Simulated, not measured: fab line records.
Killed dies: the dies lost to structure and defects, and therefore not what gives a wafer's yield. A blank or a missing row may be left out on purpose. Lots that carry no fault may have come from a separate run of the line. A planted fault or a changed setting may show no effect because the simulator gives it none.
fab line records    flow n5Finfet
record lots=24  wafers=72  lastDay=18
route steps=1938 shown BEOL_M0@740 BEOL_M1@753
lots with no fault: from the same line, run without faults
startH: hours from the record's first day to the start of the lot's first wafer shown    waitH: hours from the lot's prior step to this one    " same as the row above    L1.1+2: one row covering several wafers at once    - no value, or no start given    * or withheld: withheld    < > ~ a bound
route shown NAME@n: a module of which the file shows steps, and the number in the route of the first    usual: mean/standard deviation of fault-free wafers    same: alike in all rows    chamber/n: place in a boat    sites: each site's reading    _std_site: standard deviation of those values    _edge_site: the outer-site mean with the inner-site mean subtracted    radiusMm: for every site, how far away it sits from the centre of the wafer    mask NAME#n: copy n    behind: tool/chamber where the wafer was last shaped    hold: what put the lot on hold/how long, in hours/how the hold closed    device: transistor that didn't switch, given as n, p or np    end of line: tests run on the same wafers once the route is complete    a step given without rows: its recipe and nothing more    killed: dies that structure and defects cost at the first sort, which is not the same as the wafer's yield    map: a wafer's dies, x killed, . not, _ none there
set.NAME: the setting that was run; set.NAME@STEP: the one run at that earlier step    model.NAME: the simulator's own value behind a step, which no gauge read
route steps across a sampled set of lots; one table per step, one row per wafer
services: a tool's chamber out of use, with start hour (startH, from the record's first day; less than 0 if before it), hours out, and reason
## steps
# step N5_BEOL_M0_SPUTTER_141
# recipe material=Cu  targetThkA=40  tempC=-20  chamberPressurePa=0.07  powerW=withheld  timeS=7.37
# usual throttleValvePct=29.9/1.1
lot.wafer  tool           chamber  startH  waitH  throttleValvePct
L074.1     pvdSputter-03  -        118.09  0.0    28.5
L074.5     "              -        "       "      29.5
L074.6     "              -        "       "      28.7
L075.3     pvdSputter-03  -        123.65  0.0    29.7
L075.4     "              -        "       "      28.7
L075.6     "              -        "       "      28.7
L076.1     pvdSputter-03  -        132.24  0.0    28.8
L076.3     "              -        "       "      32.1
L076.5     "              -        "       "      29.6
L077.1     pvdSputter-01  -        139.06  0.0    29.7
L077.4     "              -        "       "      30.0
L077.5     "              -        "       "      29.7
L078.1     pvdSputter-01  -        140.31  0.0    29.8
L078.3     "              -        "       "      29.6
L078.5     "              -        "       "      31.1
L079.2     pvdSputter-03  -        146.38  0.0    28.4
L079.3     "              -        "       "      29.8
L079.6     "              -        "       "      28.7
L080.3     pvdSputter-01  -        157.24  0.0    31.2
L080.5     "              -        "       "      31.0
L080.6     "              -        "       "      30.0
L081.1     pvdSputter-01  -        158.49  0.0    29.6
L081.3     "              -        "       "      29.8
L081.6     "              -        "       "      29.6
L082.1     pvdSputter-03  -        173.09  0.0    29.9
L082.4     "              -        "       "      31.8
L082.5     "              -        "       "      28.6
L083.1     pvdSputter-03  -        173.53  0.0    28.5
L083.2     "              -        "       "      28.4
L083.3     "              -        "       "      29.7
L084.2     pvdSputter-03  -        188.79  0.0    29.6
L084.4     "              -        "       "      28.4
L084.5     "              -        "       "      31.7
L085.1     pvdSputter-03  -        200.05  0.0    31.9
L085.3     "              -        "       "      28.4
L085.6     "              -        "       "      28.3
L086.1     pvdSputter-01  -        204.09  0.0    30.0
L086.3     "              -        "       "      31.0
L086.4     "              -        "       "      29.8
L088.3     pvdSputter-02  -        206.96  0.0    29.8
L088.4     "              -        "       "      28.8
L088.5     "              -        "       "      29.7
L087.1     pvdSputter-02  -        207.40  0.0    31.4
L087.2     "              -        "       "      28.7
L087.5     "              -        "       "      31.4
L089.2     pvdSputter-02  -        211.34  0.0    31.5
L089.3     "              -        "       "      29.5
L089.5     "              -        "       "      28.8
L090.2     pvdSputter-02  -        214.22  0.0    29.8
L090.5     "              -        "       "      28.9
L090.6     "              -        "       "      31.5
L091.2     pvdSputter-01  -        223.45  0.0    29.3
L091.5     "              -        "       "      29.6
L091.6     "              -        "       "      29.8
L092.1     pvdSputter-02  -        227.80  0.0    29.4
L092.2     "              -        "       "      29.8
L092.5     "              -        "       "      31.5
L093.3     pvdSputter-03  -        235.97  0.0    28.6
L093.4     "              -        "       "      31.9
L093.6     "              -        "       "      28.4
L094.3     pvdSputter-01  -        242.51  0.0    29.5
L094.4     "              -        "       "      29.9
L094.5     "              -        "       "      31.2
L095.1     pvdSputter-01  -        244.09  0.0    29.4
L095.4     "              -        "       "      31.4
L095.6     "              -        "       "      30.0
L096.2     pvdSputter-02  -        248.42  0.0    31.6
L096.3     "              -        "       "      29.4
L096.4     "              -        "       "      29.9
L097.1     pvdSputter-01  -        259.65  0.0    29.7
L097.3     "              -        "       "      30.9
L097.6     "              -        "       "      29.4
# step N5_BEOL_M0_PRE_CLEAN_131
# recipe gas=NH3/H2  timeS=15  tempC=*  rfPowerW=300
# usual heaterPowerW=87/22  rfFwdPowerW=296.6/1.6
lot.wafer  tool      chamber  startH  waitH  heaterPowerW  rfFwdPowerW
L074.1     cvdCo-01  2        118.99  0.0    101           296.4
L074.5     "         1        "       "      134           297.5
L074.6     "         2        "       "      105           295.5
L075.3     cvdCo-01  0        124.49  0.1    88            298.0
L075.4     "         0        "       "      89            296.5
L075.6     "         2        "       "      102           297.1
L076.1     cvdCo-02  0        133.06  0.0    65            294.2
L076.3     "         0        "       "      66            293.5
L076.5     "         0        "       "      67            293.2
L077.1     cvdCo-02  0        140.07  0.1    66            292.2
L077.4     "         1        "       "      74            297.6
L077.5     "         0        "       "      66            292.6
L078.1     cvdCo-01  2        141.23  0.0    103           297.3
L078.3     "         1        "       "      135           296.7
L078.5     "         1        "       "      134           298.0
L079.2     cvdCo-01  2        147.51  0.0    102           297.5
L079.3     "         0        "       "      87            297.1
L079.6     "         1        "       "      135           296.7
L080.3     cvdCo-02  2        158.51  0.5    76            300.0
L080.5     "         2        "       "      73            299.1
L080.6     "         1        "       "      77            298.5
L081.1     cvdCo-01  1        160.02  0.0    138           298.0
L081.3     "         0        "       "      86            295.3
L081.6     "         0        "       "      88            294.2
L082.1     cvdCo-02  1        173.91  0.0    78            298.0
L082.4     "         0        "       "      67            295.2
L082.5     "         1        "       "      75            297.8
L083.1     cvdCo-01  0        174.56  0.0    90            296.4
L083.2     "         1        "       "      138           297.4
L083.3     "         2        "       "      102           296.9
L084.2     cvdCo-01  1        189.62  0.0    133           297.2
L084.4     "         2        "       "      101           296.6
L084.5     "         1        "       "      136           297.3
L085.1     cvdCo-02  1        200.87  0.0    77            298.7
L085.3     "         2        "       "      73            296.2
L085.6     "         2        "       "      73            297.8
L086.1     cvdCo-02  2        204.99  0.0    76            299.1
L086.3     "         1        "       "      75            298.5
L086.4     "         2        "       "      72            299.9
L088.3     cvdCo-02  0        207.78  0.0    68            295.1
L088.4     "         1        "       "      78            296.5
L088.5     "         0        "       "      67            296.2
L087.1     cvdCo-02  0        208.22  0.0    67            294.4
L087.2     "         1        "       "      75            299.4
L087.5     "         0        "       "      67            295.5
L089.2     cvdCo-02  0        212.33  0.2    67            294.8
L089.3     "         2        "       "      74            297.0
L089.5     "         1        "       "      76            297.2
L090.2     cvdCo-01  2        215.05  0.0    105           298.0
L090.5     "         1        "       "      134           296.9
L090.6     "         0        "       "      89            296.1
L091.2     cvdCo-02  0        224.27  0.0    65            292.9
L091.5     "         2        "       "      74            297.3
L091.6     "         0        "       "      67            293.9
L092.1     cvdCo-01  2        228.62  0.0    105           296.5
L092.2     "         1        "       "      137           297.0
L092.5     "         1        "       "      137           296.4
L093.3     cvdCo-01  1        237.01  0.0    136           296.8
L093.4     "         2        "       "      105           297.3
L093.6     "         0        "       "      88            295.0
L094.3     cvdCo-02  0        243.34  0.0    68            293.2
L094.4     "         0        "       "      67            294.4
L094.5     "         1        "       "      77            298.5
L095.1     cvdCo-02  1        244.92  0.0    76            296.4
L095.4     "         2        "       "      72            298.0
L095.6     "         0        "       "      67            293.3
L096.2     cvdCo-02  1        249.74  0.0    78            296.3
L096.3     "         2        "       "      74            297.7
L096.4     "         2        "       "      74            298.9
L097.1     cvdCo-02  1        260.48  0.0    78            296.3
L097.3     "         0        "       "      69            293.9
L097.6     "         1        "       "      74            296.4
# step N5_BEOL_M0_RS_MEAS_126
# recipe thkMeasGauge=four-point-probe  reads=Co_of_BEOL_M0_CO_CAP_123+Cu_of_BEOL_M0_ECD_118+Co_of_BEOL_M0_CVD_115+TaN_of_BEOL_M0_ALD_136
# usual M0_RS=0.531/0.024
lot.wafer  tool          chamber  startH  waitH  M0_RS[ohm/sq]
L074.1     filmMetro-01  -        119.24  0.1    0.516
L074.5     "             -        "       "      0.528
L074.6     "             -        "       "      0.498
L075.3     filmMetro-02  -        124.75  0.1    0.514
L075.4     "             -        "       "      0.497
L075.6     "             -        "       "      0.543
L076.1     filmMetro-01  -        133.34  0.0    0.544
L076.3     "             -        "       "      0.518
L076.5     "             -        "       "      0.499
L077.1     filmMetro-02  -        140.30  0.0    0.536
L077.4     "             -        "       "      0.487
L077.5     "             -        "       "      0.542
L078.1     filmMetro-01  -        141.46  0.0    0.555
L078.3     "             -        "       "      0.542
L078.5     "             -        "       "      0.516
L079.2     filmMetro-01  -        147.73  0.1    0.544
L079.3     "             -        "       "      0.520
L079.6     "             -        "       "      0.518
L080.3     filmMetro-02  -        158.73  0.1    0.538
L080.5     "             -        "       "      0.543
L080.6     "             -        "       "      0.521
L081.1     filmMetro-02  -        160.24  0.0    0.521
L081.3     "             -        "       "      0.548
L081.6     "             -        "       "      0.546
L082.1     filmMetro-02  -        174.14  0.1    0.550
L082.4     "             -        "       "      0.494
L082.5     "             -        "       "      0.530
L083.1     filmMetro-01  -        174.78  0.0    0.508
L083.2     "             -        "       "      0.513
L083.3     "             -        "       "      0.513
L084.2     filmMetro-01  -        189.84  0.1    0.524
L084.4     "             -        "       "      0.526
L084.5     "             -        "       "      0.545
L085.1     filmMetro-02  -        201.10  0.0    0.559
L085.3     "             -        "       "      0.548
L085.6     "             -        "       "      0.546
L086.1     filmMetro-02  -        205.24  0.1    0.539
L086.3     "             -        "       "      0.548
L086.4     "             -        "       "      0.521
L088.3     filmMetro-01  -        208.04  0.1    0.524
L088.4     "             -        "       "      0.517
L088.5     "             -        "       "      0.500
L087.1     filmMetro-02  -        208.44  0.0    0.577
L087.2     "             -        "       "      0.561
L087.5     "             -        "       "      0.538
L089.2     filmMetro-01  -        212.56  0.1    0.535
L089.3     "             -        "       "      0.547
L089.5     "             -        "       "      0.578
L090.2     filmMetro-01  -        215.28  0.1    0.534
L090.5     "             -        "       "      0.541
L090.6     "             -        "       "      0.532
L091.2     filmMetro-01  -        224.53  0.1    0.569
L091.5     "             -        "       "      0.534
L091.6     "             -        "       "      0.558
L092.1     filmMetro-02  -        228.87  0.1    0.542
L092.2     "             -        "       "      0.539
L092.5     "             -        "       "      0.529
L093.3     filmMetro-02  -        237.24  0.1    0.572
L093.4     "             -        "       "      0.557
L093.6     "             -        "       "      0.560
L094.3     filmMetro-01  -        243.57  0.1    0.481
L094.4     "             -        "       "      0.497
L094.5     "             -        "       "      0.485
L095.1     filmMetro-01  -        245.14  0.0    0.522
L095.4     "             -        "       "      0.476
L095.6     "             -        "       "      0.480
L096.2     filmMetro-02  -        249.96  0.1    0.526
L096.3     "             -        "       "      0.529
L096.4     "             -        "       "      0.541
L097.1     filmMetro-01  -        260.70  0.0    0.534
L097.3     "             -        "       "      0.537
L097.6     "             -        "       "      0.492
# step N5_BEOL_M1_PECVD_72
# recipe material=SiO2  targetThkA=160  tempC=400  precursor=TEOS/O2  pressureTorr=5.5  rfW=450  teosFlowSccm=53.8  gas=O2  flowSccm=3000  timeS=18
# usual heaterPowerW=674/74  rfFwdPowerW=444.8/2.1  showerheadPlenumPTorr=8.77/0.044  throttleValvePct=22.5/1.6
lot.wafer  tool      chamber  startH  waitH  heaterPowerW  rfFwdPowerW  showerheadPlenumPTorr  throttleValvePct
L074.1     pecvd-02  0        119.41  0.0    848           443.4        8.74                   23.7
L074.5     "         0        "       "      826           445.4        8.74                   24.0
L074.6     "         1        "       "      595           441.9        8.72                   23.6
L075.3     pecvd-01  0        124.91  0.0    610           445.9        8.72                   20.9
L075.4     "         1        "       "      562           448.9        8.81                   23.9
L075.6     "         2        "       "      718           444.2        8.81                   19.4
L076.1     pecvd-02  1        133.51  0.0    762           445.5        8.74                   23.8
L076.3     "         0        "       "      779           443.6        8.77                   23.6
L076.5     "         1        "       "      761           443.1        8.73                   23.6
L077.1     pecvd-04  2        140.46  0.0    563           442.3        8.78                   23.6
L077.4     "         0        "       "      656           446.3        8.69                   24.2
L077.5     "         1        "       "      513           447.1        8.81                   22.9
L078.1     pecvd-01  1        141.62  0.0    590           446.7        8.83                   24.3
L078.3     "         0        "       "      701           444.4        8.73                   21.1
L078.5     "         2        "       "      672           446.0        8.82                   20.0
L079.2     pecvd-02  2        147.90  0.0    582           442.8        8.78                   20.7
L079.3     "         1        "       "      731           440.4        8.72                   23.6
L079.6     "         0        "       "      801           446.6        8.78                   23.6
L080.3     pecvd-02  2        158.90  0.0    661           442.9        8.78                   20.9
L080.5     "         0        "       "      707           443.5        8.75                   24.0
L080.6     "         1        "       "      754           443.4        8.73                   23.8
L081.1     pecvd-02  0        160.41  0.0    788           443.0        8.75                   24.0
L081.3     "         2        "       "      705           441.5        8.77                   21.2
L081.6     "         2        "       "      710           442.0        8.78                   21.0
L082.1     pecvd-01  2        174.31  0.0    642           447.9        8.83                   20.1
L082.4     "         2        "       "      648           446.0        8.81                   19.9
L082.5     "         1        "       "      592           445.8        8.81                   23.7
L083.1     pecvd-01  1        174.95  0.0    643           446.4        8.86                   23.9
L083.2     "         0        "       "      652           449.5        8.72                   21.0
L083.3     "         2        "       "      697           447.6        8.81                   20.0
L084.2     pecvd-04  2        190.01  0.0    649           444.3        8.76                   23.1
L084.4     "         1        "       "      566           442.9        8.79                   22.5
L084.5     "         2        "       "      652           443.0        8.78                   23.3
L085.1     pecvd-04  0        201.26  0.0    676           445.4        8.70                   24.3
L085.3     "         1        "       "      595           444.4        8.80                   22.9
L085.6     "         0        "       "      674           449.6        8.69                   24.2
L086.1     pecvd-01  2        205.41  0.0    703           446.6        8.82                   19.9
L086.3     "         0        "       "      691           446.5        8.71                   21.0
L086.4     "         2        "       "      716           446.9        8.82                   19.8
L088.3     pecvd-02  0        208.20  0.0    740           445.0        8.77                   23.8
L088.4     "         1        "       "      750           441.5        8.73                   23.7
L088.5     "         2        "       "      646           443.7        8.78                   21.0
L087.1     pecvd-01  2        208.63  0.0    750           443.5        8.83                   19.9
L087.2     "         1        "       "      638           446.2        8.85                   24.0
L087.5     "         2        "       "      705           445.1        8.83                   19.8
L089.2     pecvd-01  0        212.72  0.0    684           448.2        8.72                   21.1
L089.3     "         1        "       "      617           447.0        8.85                   23.7
L089.5     "         1        "       "      593           446.7        8.83                   24.1
L090.2     pecvd-04  0        215.44  0.0    649           445.0        8.69                   24.3
L090.5     "         1        "       "      579           444.2        8.77                   22.8
L090.6     "         0        "       "      652           443.2        8.72                   24.6
L091.2     pecvd-02  1        224.71  0.0    753           443.9        8.72                   23.7
L091.5     "         1        "       "      749           443.9        8.72                   23.6
L091.6     "         2        "       "      715           442.9        8.80                   21.2
L092.1     pecvd-04  1        229.04  0.0    538           445.9        8.79                   22.9
L092.2     "         0        "       "      642           446.9        8.72                   24.4
L092.5     "         0        "       "      635           446.1        8.73                   24.5
L093.3     pecvd-02  1        237.41  0.0    757           441.4        8.72                   23.9
L093.4     "         0        "       "      847           442.7        8.74                   23.7
L093.6     "         1        "       "      769           442.6        8.73                   23.7
L094.3     pecvd-04  1        243.74  0.0    527           445.8        8.77                   22.7
L094.4     "         2        "       "      645           442.1        8.75                   19.6
L094.5     "         1        "       "      508           444.7        8.79                   22.6
L095.1     pecvd-02  2        245.31  0.0    707           445.0        8.79                   21.0
L095.4     "         0        "       "      769           445.0        8.76                   23.6
L095.6     "         1        "       "      726           443.8        8.72                   23.4
L096.2     pecvd-01  0        250.13  0.0    701           445.9        8.71                   21.2
L096.3     "         2        "       "      673           444.1        8.82                   19.8
L096.4     "         0        "       "      713           444.9        8.71                   21.1
L097.1     pecvd-01  2        260.87  0.0    683           446.5        8.80                   19.7
L097.3     "         2        "       "      667           444.4        8.79                   19.9
L097.6     "         2        "       "      668           445.1        8.84                   19.5
# step N5_BEOL_M1_DESCUM_16
# recipe chemistry=O2  timeS=7  sourcePowerW=50  biasPowerW=20  pressureMtorr=20  rfFrequencyHz=2.712e+07  tempC=40  resist=CAR-EUV  o2FlowSccm=225
# usual drypumpMotorCurrentA=5.5/0.35  oesProductAu=0.78/0.083  rfFwdPowerW=49.42/0.22  rfVppV=243.2/1.4  showerheadPlenumPTorr=2.11/0.073  throttleValvePct=20.52/0.21
lot.wafer  tool        chamber  startH  waitH  drypumpMotorCurrentA  oesProductAu  rfFwdPowerW  rfHoursCounterH  rfVppV  showerheadPlenumPTorr  throttleValvePct
L074.1     rieDiel-02  1        120.73  0.1    6.0                   0.73          49.68        183              243.4   2.11                   20.73
L074.5     "           1        "       "      6.0                   0.74          49.35        -                243.2   2.11                   20.74
L074.6     "           0        "       "      4.8                   0.70          49.61        -                241.6   2.08                   20.80
L075.3     rieDiel-04  2        126.96  0.0    5.7                   0.73          49.55        148              241.5   2.02                   20.39
L075.4     "           3        "       "      5.4                   0.73          49.72        181              244.0   2.19                   20.58
L075.6     "           2        "       "      5.7                   0.73          49.77        -                240.7   2.02                   20.40
L076.1     rieDiel-04  0        137.05  0.1    5.6                   0.87          49.11        40               243.4   2.07                   20.50
L076.3     "           3        "       "      5.4                   0.73          49.56        183              245.1   2.19                   20.58
L076.5     "           2        "       "      5.7                   0.73          49.42        -                241.6   2.02                   20.40
L077.1     rieDiel-04  2        144.57  0.0    5.7                   0.72          49.40        152              241.0   2.02                   20.41
L077.4     "           1        "       "      5.0                   0.69          49.20        215              242.3   2.06                   20.66
L077.5     "           1        "       "      5.0                   0.68          49.35        -                241.7   2.06                   20.66
L078.1     rieDiel-06  0        145.17  0.1    5.6                   0.76          49.32        145              245.1   2.18                   20.43
L078.3     "           3        "       "      5.2                   0.88          49.08        33               245.0   2.21                   20.04
L078.5     "           0        "       "      5.6                   0.76          49.37        -                244.5   2.18                   20.44
L079.2     rieDiel-02  2        149.38  0.0    5.8                   0.98          49.04        4                243.7   2.06                   20.13
L079.3     "           1        "       "      6.0                   0.73          49.54        192              243.0   2.11                   20.76
L079.6     "           1        "       "      6.0                   0.72          49.44        -                242.4   2.11                   20.74
L080.3     rieDiel-06  2        162.63  0.0    6.1                   0.78          49.54        124              243.9   2.11                   20.45
L080.5     "           2        "       "      6.1                   0.78          49.62        -                242.8   2.11                   20.46
L080.6     "           3        "       "      5.2                   0.87          48.87        -                246.0   2.21                   20.05
L081.1     rieDiel-04  0        162.93  0.1    5.6                   0.87          49.47        47               240.9   2.07                   20.53
L081.3     "           3        "       "      5.4                   0.73          49.52        190              243.5   2.19                   20.60
L081.6     "           0        "       "      5.6                   0.87          49.54        -                242.8   2.07                   20.51
L082.1     rieDiel-04  1        175.85  0.0    5.0                   0.69          49.32        224              242.5   2.06                   20.69
L082.4     "           0        "       "      5.6                   0.85          49.57        51               242.1   2.07                   20.53
L082.5     "           0        "       "      5.6                   0.85          49.30        -                239.5   2.07                   20.52
L083.1     rieDiel-02  2        176.18  0.1    5.8                   0.94          49.27        13               243.1   2.06                   20.13
L083.2     "           3        "       "      5.7                   0.89          49.31        38               244.4   2.24                   20.75
L083.3     "           0        "       "      4.8                   0.69          49.57        233              243.6   2.08                   20.84
L084.2     rieDiel-04  2        191.50  0.0    5.7                   0.71          49.68        167              242.3   2.01                   20.42
L084.4     "           3        "       "      5.4                   0.72          49.82        200              244.1   2.19                   20.60
L084.5     "           1        "       "      5.0                   0.68          49.31        -                240.6   2.05                   20.68
L085.1     rieDiel-02  3        202.89  0.0    5.7                   0.88          49.45        46               244.8   2.24                   20.76
L085.3     "           2        "       "      5.8                   0.93          49.24        18               242.1   2.06                   20.16
L085.6     "           3        "       "      5.7                   0.87          49.28        -                244.9   2.24                   20.76
L086.1     rieDiel-04  1        208.59  0.0    5.0                   0.68          49.33        235              241.3   2.05                   20.68
L086.3     "           0        "       "      5.7                   0.84          49.31        62               243.1   2.07                   20.55
L086.4     "           2        "       "      5.7                   0.71          49.69        173              241.0   2.01                   20.43
L088.3     rieDiel-06  0        209.07  0.0    5.6                   0.74          49.15        164              244.4   2.17                   20.46
L088.4     "           2        "       "      6.1                   0.76          49.57        137              243.9   2.11                   20.48
L088.5     "           3        "       "      5.2                   0.86          49.10        -                245.2   2.20                   20.07
L087.1     rieDiel-06  0        209.78  0.0    5.6                   0.74          49.37        164              245.7   2.17                   20.48
L087.2     "           3        "       "      5.2                   0.86          48.99        47               244.2   2.21                   20.08
L087.5     "           2        "       "      6.1                   0.76          49.58        -                243.8   2.11                   20.48
L089.2     rieDiel-06  0        214.18  0.0    5.5                   0.74          49.31        166              244.0   2.17                   20.47
L089.3     "           2        "       "      6.1                   0.76          49.74        139              244.2   2.10                   20.48
L089.5     "           0        "       "      5.6                   0.74          49.14        -                242.8   2.17                   20.47
L090.2     rieDiel-06  1        217.03  0.0    5.4                   0.82          49.72        73               242.2   2.03                   20.64
L090.5     "           2        "       "      6.1                   0.76          49.59        -                243.5   2.10                   20.47
L090.6     "           1        "       "      5.4                   0.83          49.58        -                241.3   2.03                   20.62
L091.2     rieDiel-02  2        225.61  0.0    5.8                   0.91          49.22        25               243.1   2.06                   20.17
L091.5     "           2        "       "      5.8                   0.92          49.37        -                240.7   2.06                   20.16
L091.6     "           3        "       "      5.7                   0.86          49.29        -                244.8   2.23                   20.75
L092.1     rieDiel-04  2        231.71  0.1    5.7                   0.71          49.61        181              241.4   2.01                   20.45
L092.2     "           3        "       "      5.4                   0.70          49.61        213              244.5   2.18                   20.63
L092.5     "           2        "       "      5.7                   0.71          49.53        -                242.9   2.01                   20.46
L093.3     rieDiel-04  0        239.90  0.0    5.6                   0.83          49.47        68               241.4   2.06                   20.56
L093.4     "           1        "       "      5.0                   0.66          49.35        247              243.5   2.05                   20.71
L093.6     "           2        "       "      5.7                   0.71          49.61        -                242.2   2.01                   20.45
L094.3     rieDiel-02  3        246.95  0.3    5.7                   0.84          49.28        61               246.5   2.23                   20.79
L094.4     "           1        "       "      6.0                   0.70          49.29        -                240.7   2.10                   20.78
L094.5     "           2        "       "      5.8                   0.90          49.32        -                242.5   2.05                   20.17
L095.1     rieDiel-06  0        247.08  0.4    5.5                   0.73          49.21        175              243.8   2.17                   20.48
L095.4     "           3        "       "      5.2                   0.85          48.90        58               244.1   2.20                   20.09
L095.6     "           1        "       "      5.4                   0.82          49.53        -                242.0   2.03                   20.65
L096.2     rieDiel-04  2        251.79  0.2    5.7                   0.71          49.45        188              242.8   2.00                   20.48
L096.3     "           0        "       "      5.6                   0.82          49.27        71               242.3   2.06                   20.55
L096.4     "           0        "       "      5.6                   0.83          49.27        -                242.6   2.06                   20.55
L097.1     rieDiel-04  2        267.46  0.0    5.7                   0.70          49.28        193              240.4   2.00                   20.45
L097.3     "           0        "       "      5.6                   0.80          49.20        77               242.3   2.06                   20.57
L097.6     "           0        "       "      5.7                   0.81          49.15        -                241.4   2.06                   20.56
# step N5_BEOL_M1_SPUTTER_48
# recipe material=Cu  targetThkA=45  tempC=-20  chamberPressurePa=0.07  powerW=withheld  timeS=8.29
# usual throttleValvePct=29.8/1.1
lot.wafer  tool           chamber  startH  waitH  throttleValvePct
L074.1     pvdSputter-03  -        125.85  1.1    31.6
L074.5     "              -        "       "      32.0
L074.6     "              -        "       "      28.5
L075.3     pvdSputter-03  -        132.32  0.4    29.4
L075.4     "              -        "       "      31.9
L075.6     "              -        "       "      28.7
L076.1     pvdSputter-02  -        142.09  1.7    31.2
L076.3     "              -        "       "      28.7
L076.5     "              -        "       "      29.6
L077.1     pvdSputter-03  -        146.93  0.1    30.0
L077.4     "              -        "       "      28.3
L077.5     "              -        "       "      31.8
L078.1     pvdSputter-01  -        151.80  2.0    29.4
L078.3     "              -        "       "      29.9
L078.5     "              -        "       "      31.1
L079.2     pvdSputter-01  -        154.96  0.2    29.9
L079.3     "              -        "       "      31.0
L079.6     "              -        "       "      31.2
L080.3     pvdSputter-02  -        168.16  1.0    28.7
L080.5     "              -        "       "      28.8
L080.6     "              -        "       "      31.4
L081.1     pvdSputter-01  -        172.78  0.2    29.8
L081.3     "              -        "       "      31.0
L081.6     "              -        "       "      30.8
L083.1     pvdSputter-01  -        181.16  0.2    31.0
L083.2     "              -        "       "      29.9
L083.3     "              -        "       "      29.5
L082.1     pvdSputter-03  -        181.41  0.2    28.6
L082.4     "              -        "       "      31.8
L082.5     "              -        "       "      28.5
L084.2     pvdSputter-01  -        204.49  0.1    29.5
L084.4     "              -        "       "      29.9
L084.5     "              -        "       "      29.7
L085.1     pvdSputter-01  -        209.37  0.2    29.7
L085.3     "              -        "       "      29.5
L085.6     "              -        "       "      29.9
L086.1     pvdSputter-03  -        214.25  0.1    28.6
L086.3     "              -        "       "      28.3
L086.4     "              -        "       "      31.9
L087.1     pvdSputter-02  -        214.62  0.1    29.6
L087.2     "              -        "       "      31.4
L087.5     "              -        "       "      31.4
L088.3     pvdSputter-03  -        217.09  0.1    28.5
L088.4     "              -        "       "      32.0
L088.5     "              -        "       "      28.4
L089.2     pvdSputter-03  -        218.93  1.5    28.6
L089.3     "              -        "       "      29.4
L089.5     "              -        "       "      31.7
L090.2     pvdSputter-02  -        225.60  0.2    28.7
L090.5     "              -        "       "      30.1
L090.6     "              -        "       "      31.5
L091.2     pvdSputter-02  -        229.18  0.1    31.5
L091.5     "              -        "       "      29.9
L091.6     "              -        "       "      31.2
L092.1     pvdSputter-03  -        238.63  1.3    28.4
L092.2     "              -        "       "      31.8
L092.5     "              -        "       "      31.6
L093.3     pvdSputter-03  -        243.64  0.1    30.1
L093.4     "              -        "       "      28.5
L093.6     "              -        "       "      32.1
L094.3     pvdSputter-01  -        252.43  0.1    29.6
L094.4     "              -        "       "      30.1
L094.5     "              -        "       "      29.8
L095.1     pvdSputter-03  -        252.61  0.2    31.7
L095.4     "              -        "       "      28.6
L095.6     "              -        "       "      29.8
L096.2     pvdSputter-03  -        267.01  0.1    28.6
L096.3     "              -        "       "      29.7
L096.4     "              -        "       "      28.6
L097.1     pvdSputter-03  -        278.45  0.3    29.9
L097.3     "              -        "       "      28.7
L097.6     "              -        "       "      29.5
## services
tool           chamber  startH  hours  kind
rieDiel-02     3        98.29   13.9   repair
rieDiel-02     -        99.37   0.4    repair
cvdCo-02       1        114.75  -      clean
cvdCo-02       1        114.75  22.0   scheduledDown
cvdCo-02       1        114.75  22.0   ventCycle
rieDiel-04     -        115.63  0.3    repair
pecvd-02       2        118.84  6.7    repair
pecvd-01       0        127.62  5.5    scheduledDown
pvdSputter-01  -        133.40  2.5    repair
pecvd-01       2        146.37  5.5    scheduledDown
cvdCo-01       -        163.02  0.8    repair
pecvd-02       2        167.45  5.0    scheduledDown
pecvd-01       0        168.30  5.9    repair
rieDiel-06     3        176.37  19.3   repair
pecvd-02       0        182.67  2.3    repair
pecvd-02       -        184.08  0.6    repair
rieDiel-04     0        222.79  11.3   repair
rieDiel-04     2        228.08  2.4    repair
pecvd-02       0        231.33  2.1    scheduledDown
pecvd-01       0        239.22  2.1    scheduledDown
rieDiel-04     1        249.86  -      clean
rieDiel-04     1        249.86  -      consumableReplace:focusRing
rieDiel-04     1        249.86  12.2   scheduledDown
rieDiel-04     1        249.86  12.2   ventCycle
## key
fault none
